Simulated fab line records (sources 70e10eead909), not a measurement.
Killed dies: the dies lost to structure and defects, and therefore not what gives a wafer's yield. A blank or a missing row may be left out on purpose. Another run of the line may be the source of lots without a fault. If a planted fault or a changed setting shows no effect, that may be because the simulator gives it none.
Chamber matching    flow nand_harc    NHARC_P_M1_PRE_CLEAN_32 on pecvd-03 has 3 sister chambers
The step time 12 s. 6 wafers are shown with their chamber, then 8 later ones without.

== WAFERS, EACH WITH ITS CHAMBER ==
wafer   chamber  heater_power_w (W)
L082.1  2        607
L082.2  0        631
L088.2  2        545
L088.3  1        685
L088.4  1        692
L089.4  0        630

== WAFERS MISSING THEIR CHAMBER ==
wafer   heater_power_w (W)
L089.5  687
L089.6  586
L091.1  646
L091.2  569
L091.6  579
L097.1  691
L097.2  667
L097.5  678

== CHAMBER TAKEN BY EACH ==
wafer    from the rows above       in truth
L089.5   1                         1
L089.6   can't be placed: 2 or 0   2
L091.1   can't be placed: 0 or 1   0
L091.2   2                         2
L091.6   can't be placed: 2 or 0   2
L097.1   1                         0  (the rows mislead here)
L097.2   can't be placed: 1 or 0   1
L097.5   can't be placed: 1 or 0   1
2 of 8 placed correctly. Can't be placed from these rows: 5 (the true chamber is among the candidates in 5). Number placed wrongly: 1.
How it was worked out, from the rows above alone: a wafer's distance from a chamber is the root of the sum, over the readings, of the square of ((its reading less the chamber's mean) divided by the reading's scatter). If the next closest chamber is less than 2 further off than the closest, the wafer can't be placed; otherwise it belongs to the closest. For every chamber, the mean is computed from those of its wafers that are shown. The scatter: the root of (the sum of the squares of (reading less its chamber's mean) over the shown wafers, divided by (wafers less chambers)).
